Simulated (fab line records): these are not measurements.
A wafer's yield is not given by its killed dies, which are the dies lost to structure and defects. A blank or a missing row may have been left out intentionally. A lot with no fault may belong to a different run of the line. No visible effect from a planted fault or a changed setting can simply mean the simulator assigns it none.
Split-lot trial -- flow n5 finfet -- 21 wafers read across 7 lots, on a route 1938 steps long

## ON THE SPLIT
At N5_BEOL_M8_PECVD_70 (deposits SiO2 from TEOS/O2, target thk 20 nm, time 22.7 s), the setting temp c was moved away from the recipe's 400 C on 8 of the 21 wafers read, by -1.7% to +3.8%. All remaining wafers had this setting at the recipe value.

## FROM THE SPLIT TO THE READING: what the file shows between them, 7 steps
- N5_BEOL_M8_DESCUM_33: chemistry O2, time 7 s (also split here: time s)
- N5_BEOL_M8_ETCH_72: etches underlayer in N2/H2, target depth 6.5 nm, time 5.2 s
- N5_BEOL_M8_ETCH_65: etches SiARC in CF4, target depth 15.6 nm, time 26 s
- N5_BEOL_M8_TRENCH_ETCH_37: etches SiCOH lowk in C4F6/O2, target depth 93.478 nm, time 31.2 s (also split here: time s)
- N5_BEOL_M8_ETCH_41: etches SiCN in CH3F/O2, target depth 31.9 nm, time 57.8 s
- N5_BEOL_M8_STRIP_80: strips in N2/H2, time 10 s
- N5_BEOL_M8_OCD_MEAS_38

## THE READING
SiO2_of_BEOL_M8_PECVD_70.thk nm (the simulator's own value, which no gauge read), in nm, at N5_BEOL_M8_HM_STRIP_39 (strips TiN in peroxide tin strip, target depth 25 nm, time 158 s). The file does not state a usual value for it. Here, 13 wafers ran the recipe; their average is 19.8 nm with a standard deviation of 0.34 nm.

wafer,"tool, chamber at the split","temp c as run, C",against the recipe,"SiO2_of_BEOL_M8_PECVD_70.thk nm, nm",against lot-mates on the recipe
L074.3,"pecvd-03, 2",400,recipe,19.6,-
L074.4,"pecvd-03, 1",400,recipe,20.2,-
L074.6,"pecvd-03, 0",415.3,+3.8%,17.6,-2.3
L076.3,"pecvd-04, 2",408.8,+2.2%,18.2,-1.0
L076.4,"pecvd-04, 1",408.8,+2.2%,18.6,-0.6
L076.6,"pecvd-04, 2",400,recipe,19.2,-
L081.2,"pecvd-04, 2,1",400,recipe,19.4,-
L081.3,"pecvd-04, 2,1",400,recipe,19.4,-
L081.4,"pecvd-04, 2",400,recipe,19.4,-
L084.3,"pecvd-04, 2",406.3,+1.6%,18.6,-1.4
L084.4,"pecvd-04, 1",406.3,+1.6%,19.2,-0.8
L084.5,"pecvd-04, 2",400,recipe,20,-
L094.4,"pecvd-04, 2",412.8,+3.2%,17.8,-1.9
L094.5,"pecvd-04, 1",400,recipe,19.8,-
L094.6,"pecvd-04, 0",400,recipe,19.6,-
L096.4,"pecvd-04, 2",393.1,-1.7%,21.2,+1.2
L096.5,"pecvd-04, 0",393.1,-1.7%,20.8,+0.8
L096.6,"pecvd-04, 1",400,recipe,20,-
L095.1,"pecvd-02, 1",400,recipe,19.8,-
L095.4,"pecvd-02, 0",400,recipe,20.4,-
L095.5,"pecvd-02, 1",400,recipe,20,-
If several chambers appear in one row, that row covers several wafers at once and the file leaves open which wafer was in which chamber.

THE FIT
A straight line over all 21 wafers: SiO2_of_BEOL_M8_PECVD_70.thk nm changes by -0.613 nm for each +1% of temp c; r = -0.94; the points scatter about the line by 0.32 nm.
The same after taking each lot's own level away (the mean of its wafers on the recipe; 21 wafers): -0.559 nm for each +1%; r = -0.95; scatter 0.25 nm.
According to that fit, moving temp c by its largest amount changes the reading by 2.1 nm.
Across the lots, their own levels run from 19.20 to 20.07 nm, a range of 2.5 times the standard deviation given above.
Consequently the slope shifts little with the lot-to-lot level, the two slopes agreeing.
Check: with one of the wafers moved furthest among these (+3.8%) left out of the fit, the line predicts -2.05 nm for it against its lot-mates. Against them it came out at -2.3 nm.

## THESE WAFERS: OTHER SPLITS
Before the reading, these wafers also passed through other splits. Each is held against what the fit with the lots' levels taken away leaves over:
other split on the same wafers,wafers away from the commonest value,r with SiO2_of_BEOL_M8_PECVD_70.thk nm (lot level and that fit taken away)
N5_BEOL_M5_COAT_66 spin rpm,5,+0.12
N5_BEOL_M5_DEP_56 time s,3,+0.11
N5_BEOL_M7_DEP_56 time s,4,+0.09
N5_BEOL_M8_DESCUM_33 time s,4,+0.14
N5_BEOL_M8_TRENCH_ETCH_37 time s,6,-0.02

## THE WHOLE CHAIN: every reading that the file lists as answering this split, in the file's order
step,what it does,reading,change (the file's fit),r (the file's)
N5_BEOL_M8_PECVD_70,"deposits SiO2 from TEOS/O2, target thk 20 nm, time 22.7 s","SiO2_of_BEOL_M8_PECVD_70.thk nm (the simulator's own value, which no gauge read)",-0.582 nm for each +1% of the setting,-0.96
N5_BEOL_M8_HM_STRIP_39,"strips TiN in peroxide tin strip, target depth 25 nm, time 158 s","SiO2_of_BEOL_M8_PECVD_70.thk nm (the simulator's own value, which no gauge read)",-0.571 nm for each +1% of the setting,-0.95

## THE FILE'S OWN FIT
SiO2_of_BEOL_M8_PECVD_70.thk nm changes by -0.571 nm for each +1% of temp c, r = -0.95.
